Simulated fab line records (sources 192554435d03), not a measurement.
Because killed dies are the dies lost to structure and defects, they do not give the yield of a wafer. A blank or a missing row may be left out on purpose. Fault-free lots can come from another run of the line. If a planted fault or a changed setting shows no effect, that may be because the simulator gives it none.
Split-lot study -- flow n5Finfet -- 7 lots, 21 wafers read, on a route of 1938 steps

## ON THE SPLIT
At N5_PASSIVATION_ETCH_54 (etches SiO2 in CHF3/O2, target depth 880 nm, time 440 s), the setting biasW was moved away from the recipe's 170 W on 6 of the 21 wafers read, by -15.6% to +16.9%. The other wafers ran this setting at the recipe's value.

The split's own step is where the reading is taken.

## THE READING
rfVppV, in V, at N5_PASSIVATION_ETCH_54 (etches SiO2 in CHF3/O2, target depth 880 nm, time 440 s). Fault-free wafers of this fab line usually give 525 V, standard deviation 4.4 V.

wafer,"tool, chamber at the split","biasW as run, W",against the recipe,"rfVppV, V",against lot-mates on the recipe
L074.3,"rieDiel-02, 0",170,recipe,522,-
L074.4,"rieDiel-02, 0",170,recipe,519,-
L074.6,"rieDiel-02, 2",144.6,-14.9%,462,-58
L077.1,"rieDiel-06, 0",188.4,+10.8%,570,+45
L077.4,"rieDiel-06, 2",188.4,+10.8%,574,+49
L077.5,"rieDiel-06, 0",170,recipe,525,-
L080.1,"rieDiel-04, 3",170,recipe,532,-
L080.4,"rieDiel-04, 0",170,recipe,519,-
L080.5,"rieDiel-04, 0",170,recipe,521,-
L081.1,"rieDiel-06, 0",198.8,+16.9%,595,+65
L081.2,"rieDiel-06, 1",170,recipe,529,-
L081.3,"rieDiel-06, 3",170,recipe,531,-
L085.1,"rieDiel-02, 3",170,recipe,516,-
L085.4,"rieDiel-02, 1",181.6,+6.8%,554,+33
L085.6,"rieDiel-02, 2",170,recipe,526,-
L093.2,"rieDiel-06, 1",170,recipe,531,-
L093.4,"rieDiel-06, 2",170,recipe,531,-
L093.5,"rieDiel-06, 3",170,recipe,531,-
L097.1,"rieDiel-06, 2",170,recipe,528,-
L097.2,"rieDiel-06, 3",170,recipe,531,-
L097.6,"rieDiel-06, 3",143.5,-15.6%,463,-66

FIT RESULTS
A straight line over all 21 wafers: rfVppV changes by +4.15 V for each +1% of biasW; r = +0.99; the points scatter about the line by 4.8 V.
The same after taking each lot's own level away (the mean of its wafers on the recipe; 21 wafers): +4.11 V for each +1%; r = +0.99; scatter 3.5 V.
That fit puts the effect of the largest move of biasW on the reading at 70 V.
From 520.5 to 531.0 V: that is the span of the lots' own levels, equal to 2.4 times the standard deviation above.
Consequently the slope shifts little with the lot-to-lot level, the two slopes agreeing.
Check: with one of the wafers moved furthest among these (+16.9%) left out of the fit, the line predicts +72.1 V for it against its lot-mates. It came out at +65 V against them.
Tool readings at the split's step, against how far the setting was moved: rfVppV r = +0.99.

## THE OTHER SPLITS THESE WAFERS WENT THROUGH
These wafers also went through other splits before the reading. Each is held against what the fit with the lots' levels taken away leaves over:
other split on the same wafers,wafers away from the commonest value,r with rfVppV (lot level and that fit taken away)
N5_BEOL_M14_ETCH_68 timeS,7,-0.32
N5_BEOL_M15_SPUTTER_44 powerW,6,+0.33
N5_BEOL_M15_CMP_49 downForcePsi,8,-0.36
N5_PASSIVATION_PECVD_00 timeS,11,+0.02
N5_PASSIVATION_PASS_ETCH_47 sourceW,4,-0.12

## THE WHOLE CHAIN: every reading that the file lists as answering this split, in the file's order
step,what it does,reading,change (the file's fit),r (the file's)
N5_PASSIVATION_ETCH_54,"etches SiO2 in CHF3/O2, target depth 880 nm, time 440 s",rfVppV,+4.09 V for each +1% of the setting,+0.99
N5_PASSIVATION_ETCH_54,"etches SiO2 in CHF3/O2, target depth 880 nm, time 440 s","etch.depthNm (the simulator's own value, which no gauge read)",+2.53 nm for each +1% of the setting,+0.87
N5_PASSIVATION_ETCH_54,"etches SiO2 in CHF3/O2, target depth 880 nm, time 440 s","PASSIVATION.featureDepthNm (the simulator's own value, which no gauge read)",+2.53 nm for each +1% of the setting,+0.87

## FILE'S OWN FIT
rfVppV changes by +4.09 V for each +1% of biasW, r = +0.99.
